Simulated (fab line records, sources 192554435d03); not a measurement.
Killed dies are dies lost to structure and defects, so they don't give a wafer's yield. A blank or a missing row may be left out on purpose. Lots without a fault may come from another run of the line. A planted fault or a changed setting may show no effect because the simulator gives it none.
Chamber matching | flow n5_finfet | N5_PMOS_HMC_CHANNEL_EPI_HM_DEP_34 on pecvd-03: 3 sister chambers
The step deposits SiO2 from TEOS/O2, target thk 36 nm, time 6.9 s. 20 wafers are shown with their chamber, then 10 later ones without.

WAFERS WITH THEIR CHAMBER
wafer  | chamber | throttle_valve_pct (%) | heater_power_w (W) | showerhead_plenum_p_Torr (Torr)
L086.3 | 2       | 17.5                   | 517                | 8.35
L086.5 | 2       | 17.3                   | 522                | 8.35
L086.6 | 1       | 19.7                   | 422                | 8.36
L087.3 | 1       | 19.1                   | 366                | 8.35
L087.4 | 2       | 17.3                   | 452                | 8.33
L087.5 | 1       | 19.2                   | 361                | 8.33
L088.1 | 1       | 19.3                   | 469                | 8.35
L088.4 | 2       | 17.1                   | 487                | 8.35
L088.5 | 1       | 19.3                   | 470                | 8.35
L089.1 | 2       | 17.3                   | 406                | 8.37
L089.2 | 1       | 19.1                   | 445                | 8.33
L089.6 | 0       | 19.7                   | 382                | 8.35
L090.1 | 2       | 17.3                   | 525                | 8.34
L090.2 | 0       | 19.8                   | 381                | 8.37
L090.3 | 1       | 19.2                   | 459                | 8.38
L090.4 | 1       | 19.2                   | 477                | 8.34
L090.5 | 0       | 20.0                   | 393                | 8.38
L090.6 | 2       | 17.2                   | 529                | 8.33
L093.1 | 2       | 17.7                   | 401                | 8.35
L093.2 | 0       | 19.8                   | 358                | 8.36

SIGNATURES (means of the wafers above)
reading                  | chamber 0 | chamber 1 | chamber 2 | scatter within a chamber
throttle_valve_pct       | 19.825    | 19.262    | 17.337    | 0.179
heater_power_w           | 378.50    | 433.62    | 479.88    | 46
showerhead_plenum_p_Torr | 8.3650    | 8.3487    | 8.3462    | 0.0145
Rule: a wafer's distance from a chamber is the root of the sum, over the readings, of the square of ((its reading less the chamber's mean) divided by the reading's scatter). The wafer belongs to the nearest chamber; if the next one is less than 2 further off, it can't be placed. The scatter: the root of (the sum of the squares of (reading less its chamber's mean) over the shown wafers, divided by (wafers less chambers)).

WAFERS WITHOUT THEIR CHAMBER
wafer  | throttle_valve_pct (%) | heater_power_w (W) | showerhead_plenum_p_Torr (Torr)
L093.5 | 19.3                   | 396                | 8.35
L094.1 | 20.3                   | 387                | 8.34
L094.2 | 19.5                   | 370                | 8.34
L094.3 | 17.6                   | 493                | 8.34
L094.4 | 19.2                   | 377                | 8.35
L094.5 | 20.1                   | 389                | 8.34
L094.6 | 17.7                   | 512                | 8.34
L095.1 | 20.0                   | 377                | 8.35
L095.3 | 19.1                   | 470                | 8.36
L095.6 | 19.5                   | 469                | 8.36

WHICH CHAMBER EACH WENT THROUGH
wafer  | from the rows above     | in truth
L093.5 | 1                       | 1
L094.1 | 0                       | 0
L094.2 | can't be placed: 1 or 0 | 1
L094.3 | 2                       | 2
L094.4 | 1                       | 1
L094.5 | 0                       | 0
L094.6 | 2                       | 2
L095.1 | 0                       | 0
L095.3 | 1                       | 1
L095.6 | can't be placed: 1 or 0 | 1
Placed correctly: 8 of 10. Can't be placed from these rows: 2 (the true chamber is among the candidates in 2). Placed wrongly: 0.
